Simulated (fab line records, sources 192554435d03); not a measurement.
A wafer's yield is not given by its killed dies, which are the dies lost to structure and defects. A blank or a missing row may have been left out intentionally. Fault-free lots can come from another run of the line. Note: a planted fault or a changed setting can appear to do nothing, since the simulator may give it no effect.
Struck lot and sound lot, side by side -- flow n5-finfet -- 35 out of 1938 route steps
Sound: the wafers L531.1, L531.2, L531.5. Struck: wafers L541.2, L541.6 (left out: L541.1, a lot-mate that was not struck); the cause follows at the end.
Per side, at each step with rows, come the tool, then ch with its chambers, and then its first start. Under that, the readings that differ: sound wafers -- struck wafers -- difference of the means -- sigmas: that difference in standard deviations of wafers without a fault.
alike: a reading whose means differ by less than 2 such deviations, as well as words and numbers matching on both sides. not compared: withheld readings; readings where some wafer has no value; bounds like >300 that might hide an equal value; numbers whose values overlap and for which the record gives no deviation.
A row with sigmas, a row that says differs or no value, or rows on one side alone: a step with any of these is where the two part. Numbers that have no deviation but don't overlap get no sigmas and don't part them. A reading missing from all wafers of one side parts the sides only when that side holds two or more wafers.

first, 9 steps without rows for these wafers: N5_BEOL_M12_COAT_22 (resist thk 300 nm); N5_BEOL_M12_EBR_24; N5_BEOL_M12_SOFTBAKE_23 (time 60 s); N5_BEOL_M12_EXPOSE_25 (exposes mask M12); N5_BEOL_M12_PEB_26 (peb time 90 s); N5_BEOL_M12_DEVELOP_27 (develop time 45 s); N5_BEOL_M12_HARDBAKE_32 (time 120 s); N5_BEOL_M12_DESCUM_33 (chemistry O2, time 7.9 s); N5_BEOL_M12_ETCH_67 (etches SiARC in CF4, target depth 143 nm, time 238.3 s).
N5_BEOL_M12_ETCH_68: etches SOC in N2/H2, time 285 s.
  sound on rie-diel-05 ch 1,2,3, day 11 19:14; struck on rie-diel-05 ch 0,1, day 14 06:45
reading,sound,struck,difference,sigmas
oes-product-au (a.u.),0.72 0.70 0.84,0.50 0.54,-0.23,-3
model.SiARC_of_BEOL_M12_COAT_66.thk-nm (nm),85.4 85.2 85.4,97.2 97.6,+12.1,
  alike: drypump-motor-current-A, rf-vpp-V, showerhead-plenum-p-Torr, throttle-valve-pct
  not compared: rf-hours-counter-h
then, 24 steps without rows for these wafers: N5_BEOL_M12_STRIP_69 (strips in N2/H2); N5_BEOL_M12_TRENCH_ETCH_34 (etches SiOC in C4F8/O2/Ar, target depth 318.95 nm, time 125.5 s); N5_BEOL_M12_STRIP_70 (strips in C4F8/O2/Ar); N5_BEOL_M12_STRIP_37 (strips in N2/H2); N5_BEOL_M12_ETCH_38 (etches SiCN in CF4/N2, target depth 68.7 nm, time 73.4 s); N5_BEOL_M12_PRECLEAN_39 (cleans in residue remover, time 60 s); N5_BEOL_M12_SRD_40 (time 30 s, dry time 30 s); N5_BEOL_M12_DEGAS_41 (time 60 s); N5_BEOL_M12_PRE_CLEAN_42 (time 30 s); N5_BEOL_M12_SPUTTER_43 (material TaN, target thk 15 nm, time 24.19 s); N5_BEOL_M12_SPUTTER_44 (material Ta, target thk 10 nm, time 16.13 s); N5_BEOL_M12_SPUTTER_45 (material Cu, target thk 80 nm, time 13.33 s); N5_BEOL_M12_ECD_47 (material Cu, target thk 720 nm); N5_BEOL_M12_ANNEAL_48 (time 90 s); N5_BEOL_M12_CMP_49 (polishes, stops on SiOC, t overpolish 20.6 s, target thk 320 nm); N5_BEOL_M12_PRE_CLEAN_52 (time 15 s); N5_BEOL_M12_DEP_53 (deposits SiCN from 3MS/NH3, target thk 30 nm, time 10.5 s); N5_BEOL_M13_ILD_DEP_00 (deposits SiOC from DEMS/O2, target thk 837.92 nm, time 166.4 s); N5_BEOL_M13_COAT_58 (time 60 s, resist thk 89 nm); N5_BEOL_M13_COAT_04 (resist thk 400 nm); N5_BEOL_M13_EBR_06; N5_BEOL_M13_SOFTBAKE_05 (time 60 s); N5_BEOL_M13_EXPOSE_07 (exposes mask V12); N5_BEOL_M13_PEB_08 (peb time 90 s).
N5_BEOL_M15_RC_MEAS_101:
  sound on prober-01 ch 0, day 12 15:58; struck on prober-01 ch 0, day 15 04:47
reading,sound,struck,difference,sigmas
SERP_M12 (ohm/um),0.632 0.630 0.647,0.680 0.696,+0.052,+3
SERP_M12_max_site (ohm/um),0.647 0.645 0.653,0.704 0.704,+0.056,+3
SERP_M7 (ohm/um),13.2 13.3 13.7,14.5 14.6,+1.2,+2
SERP_M9 (ohm/um),3.19 3.18 3.14,2.98 2.96,-0.20,-3
  alike: COMB_M10, COMB_M11, COMB_M12, COMB_M13, COMB_M14, COMB_M15, COMB_M5, COMB_M6, COMB_M7, COMB_M8, COMB_M9, SERP_M10, SERP_M11, SERP_M13, SERP_M14, SERP_M5, SERP_M6, SERP_M6_max_site, SERP_M8

## WHERE THEY PART
At N5_BEOL_M12_ETCH_68 first; at N5_BEOL_M15_RC_MEAS_101 last (within this record only).

WHY: whatever the simulator had introduced
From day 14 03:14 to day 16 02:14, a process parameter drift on rie-diel-05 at N5_BEOL_M12_ETCH_68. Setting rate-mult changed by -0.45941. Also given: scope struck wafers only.
